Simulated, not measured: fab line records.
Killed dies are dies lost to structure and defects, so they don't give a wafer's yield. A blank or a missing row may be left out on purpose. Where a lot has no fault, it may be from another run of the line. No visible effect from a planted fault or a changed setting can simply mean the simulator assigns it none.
Split-lot experiment | flow n5-finfet | route with 1938 steps; 7 lots, 39 wafers read

== SPLIT DETAILS ==
At N5_HKMG_FIN_ETCH_35 (etches SOC in N2/H2, target depth 215.8 nm, time 243.4 s), the setting source-w was moved away from the recipe's 3000 W on 12 of the 39 wafers read, by -11.8% to +13.4%. The other wafers ran this setting at the recipe's value.

The split's own step is where the reading is taken.

== THE READING ==
rf-vpp-V, in V, at N5_HKMG_FIN_ETCH_35 (etches SOC in N2/H2, target depth 215.8 nm, time 243.4 s). Typical for fault-free wafers on this fab line: 141.6 V, with standard deviation 1.1 V.

wafer  | tool, chamber at the split | source-w as run, W | against the recipe | rf-vpp-V, V | against lot-mates on the recipe
L075.1 | rie-diel-04, 2             | 3000               | recipe             | 140.4       | -
L075.2 | rie-diel-04, 1             | 3000               | recipe             | 141.1       | -
L075.3 | rie-diel-04, 3             | 3402               | +13.4%             | 133.5       | -7.0
L075.4 | rie-diel-04, 0             | 3402               | +13.4%             | 134.6       | -5.9
L075.5 | rie-diel-04, 0             | 3402               | +13.4%             | 137.1       | -3.4
L075.6 | rie-diel-04, 3             | 3000               | recipe             | 139.9       | -
L076.1 | rie-diel-05, 1             | 3000               | recipe             | 141.7       | -
L076.3 | rie-diel-05, 2             | 3000               | recipe             | 141.9       | -
L076.6 | rie-diel-05, 1             | 3000               | recipe             | 141.9       | -
L079.1 | rie-diel-03, 3             | 3000               | recipe             | 142.6       | -
L079.2 | rie-diel-03, 2             | 3000               | recipe             | 142.2       | -
L079.3 | rie-diel-03, 0             | 3000               | recipe             | 140.8       | -
L079.4 | rie-diel-03, 1             | 3000               | recipe             | 141.7       | -
L079.5 | rie-diel-03, 1             | 3000               | recipe             | 141.7       | -
L079.6 | rie-diel-03, 2             | 3000               | recipe             | 142.3       | -
L086.1 | rie-diel-05, 1             | 3000               | recipe             | 141.6       | -
L086.2 | rie-diel-05, 0             | 2744               | -8.5%              | 144.8       | +3.4
L086.3 | rie-diel-05, 3             | 2744               | -8.5%              | 146.7       | +5.3
L086.4 | rie-diel-05, 2             | 3000               | recipe             | 140.6       | -
L086.5 | rie-diel-05, 0             | 2744               | -8.5%              | 145.2       | +3.8
L086.6 | rie-diel-05, 1             | 3000               | recipe             | 142.1       | -
L089.1 | rie-diel-05, 3             | 3000               | recipe             | 142.0       | -
L089.2 | rie-diel-05, 2             | 2780               | -7.3%              | 144.5       | +3.2
L089.3 | rie-diel-05, 0             | 3000               | recipe             | 140.6       | -
L089.4 | rie-diel-05, 1             | 3000               | recipe             | 141.4       | -
L089.5 | rie-diel-05, 3             | 2780               | -7.3%              | 147.3       | +6.0
L089.6 | rie-diel-05, 2             | 2780               | -7.3%              | 145.1       | +3.8
L091.1 | rie-diel-05, 0             | 3000               | recipe             | 141.4       | -
L091.2 | rie-diel-05, 2             | 2645               | -11.8%             | 145.8       | +3.6
L091.3 | rie-diel-05, 3             | 3000               | recipe             | 143.3       | -
L091.4 | rie-diel-05, 2             | 2645               | -11.8%             | 146.2       | +4.0
L091.5 | rie-diel-05, 3             | 3000               | recipe             | 142.0       | -
L091.6 | rie-diel-05, 0             | 2645               | -11.8%             | 145.9       | +3.7
L095.1 | rie-diel-03, 0             | 3000               | recipe             | 142.9       | -
L095.2 | rie-diel-03, 2             | 3000               | recipe             | 142.8       | -
L095.3 | rie-diel-03, 1             | 3000               | recipe             | 140.9       | -
L095.4 | rie-diel-03, 3             | 3000               | recipe             | 140.2       | -
L095.5 | rie-diel-03, 3             | 3000               | recipe             | 141.2       | -
L095.6 | rie-diel-03, 0             | 3000               | recipe             | 140.9       | -

FIT RESULTS
A straight line over all 39 wafers: rf-vpp-V changes by -0.457 V for each +1% of source-w; r = -0.94; the points scatter about the line by 1 V.
The same after taking each lot's own level away (the mean of its wafers on the recipe; 39 wafers): -0.409 V for each +1%; r = -0.93; scatter 0.99 V.
The reading moves by 5.5 V for the largest change in source-w, on that fit.
From 140.47 to 142.23 V: that is the span of the lots' own levels, equal to 1.6 times the standard deviation above.
In other words, the slope is changed by the lot-to-lot level; the two fits disagree.
Check: with one of the wafers moved furthest among these (+13.4%) left out of the fit, the line predicts -5.04 V for it against its lot-mates. Against them it came out at -6.97 V.
Tool readings at the split's step, against how far the setting was moved: rf-vpp-V r = -0.94.

== OTHER SPLITS ON THESE WAFERS ==
Other splits were also applied to these wafers ahead of the reading. Each is held against what the fit with the lots' levels taken away leaves over:
other split on the same wafers | wafers away from the commonest value | r with rf-vpp-V (lot level and that fit taken away)
N5_DUMMY_GATE_ETCH_32 time-s   | 15                                   | +0.21

== THE WHOLE CHAIN: every reading that the file lists as answering this split, in the file's order ==
step                | what it does                                             | reading                                                                         | change (the file's fit)              | r (the file's)
N5_HKMG_FIN_ETCH_35 | etches SOC in N2/H2, target depth 215.8 nm, time 243.4 s | rf-vpp-V                                                                        | -0.409 V for each +1% of the setting | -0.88
N5_HKMG_FIN_ETCH_35 | etches SOC in N2/H2, target depth 215.8 nm, time 243.4 s | etch.depth-nm (the simulator's own value, which no gauge read)                  | +1.54 nm for each +1% of the setting | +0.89
N5_HKMG_FIN_ETCH_35 | etches SOC in N2/H2, target depth 215.8 nm, time 243.4 s | SOC_of_HKMG_FIN_COAT_29.thk-nm (the simulator's own value, which no gauge read) | -1.53 nm for each +1% of the setting | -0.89
N5_HKMG_FIN_ETCH_35 | etches SOC in N2/H2, target depth 215.8 nm, time 243.4 s | HKMG_FIN.feature-depth-nm (the simulator's own value, which no gauge read)      | +1.54 nm for each +1% of the setting | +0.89

== FILE'S OWN FIT ==
rf-vpp-V changes by -0.409 V for each +1% of source-w, r = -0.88.
